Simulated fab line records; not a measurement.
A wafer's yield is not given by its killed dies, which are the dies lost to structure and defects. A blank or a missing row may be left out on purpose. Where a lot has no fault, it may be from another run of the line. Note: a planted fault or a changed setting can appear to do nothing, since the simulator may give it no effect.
Chamber matching / flow n5_finfet / N5_BEOL_M8_ETCH_65 on rie_diel-05 has 4 sister chambers
The step etches SiARC in CF4, target depth 15.6 nm, time 26 s. 7 wafers are shown with their chamber, then 7 later ones without.

WAFERS, EACH WITH ITS CHAMBER
wafer=L075.4; chamber=2; showerhead_plenum_p_Torr (Torr)=2.21; drypump_motor_current_A (A)=5.9
wafer=L082.2; chamber=1; showerhead_plenum_p_Torr (Torr)=2.05; drypump_motor_current_A (A)=5.5
wafer=L082.4; chamber=2; showerhead_plenum_p_Torr (Torr)=2.21; drypump_motor_current_A (A)=5.9
wafer=L082.5; chamber=0; showerhead_plenum_p_Torr (Torr)=2.16; drypump_motor_current_A (A)=5.0
wafer=L082.6; chamber=3; showerhead_plenum_p_Torr (Torr)=2.26; drypump_motor_current_A (A)=5.7
wafer=L087.1; chamber=3; showerhead_plenum_p_Torr (Torr)=2.26; drypump_motor_current_A (A)=5.7
wafer=L087.2; chamber=0; showerhead_plenum_p_Torr (Torr)=2.15; drypump_motor_current_A (A)=4.9

WAFERS MISSING THEIR CHAMBER
wafer=L087.6; showerhead_plenum_p_Torr (Torr)=2.15; drypump_motor_current_A (A)=5.0
wafer=L089.3; showerhead_plenum_p_Torr (Torr)=2.20; drypump_motor_current_A (A)=5.9
wafer=L089.4; showerhead_plenum_p_Torr (Torr)=2.15; drypump_motor_current_A (A)=5.0
wafer=L089.5; showerhead_plenum_p_Torr (Torr)=2.26; drypump_motor_current_A (A)=5.7
wafer=L096.1; showerhead_plenum_p_Torr (Torr)=2.25; drypump_motor_current_A (A)=5.7
wafer=L096.2; showerhead_plenum_p_Torr (Torr)=2.20; drypump_motor_current_A (A)=5.9
wafer=L096.4; showerhead_plenum_p_Torr (Torr)=2.15; drypump_motor_current_A (A)=4.9

THE CHAMBER EACH PASSED THROUGH
wafer=L087.6; from the rows above=0; in truth=0
wafer=L089.3; from the rows above=2; in truth=2
wafer=L089.4; from the rows above=0; in truth=0
wafer=L089.5; from the rows above=3; in truth=3
wafer=L096.1; from the rows above=3; in truth=3
wafer=L096.2; from the rows above=2; in truth=2
wafer=L096.4; from the rows above=0; in truth=0
Correct placement for 7 of the 7. From these rows, 0 cannot be placed. Number placed wrongly: 0.
How it was worked out, from the rows above alone: a wafer's distance from a chamber is the root of the sum, over the readings, of the square of ((its reading less the chamber's mean) divided by the reading's scatter). If the next closest chamber is less than 2 further off than the closest, the wafer can't be placed; otherwise it belongs to the closest. The mean given for a chamber averages the wafers shown for that chamber. The scatter: take each reading less its chamber's mean, square it, sum over the shown wafers, divide by the number of wafers less the number of chambers, and take the root.
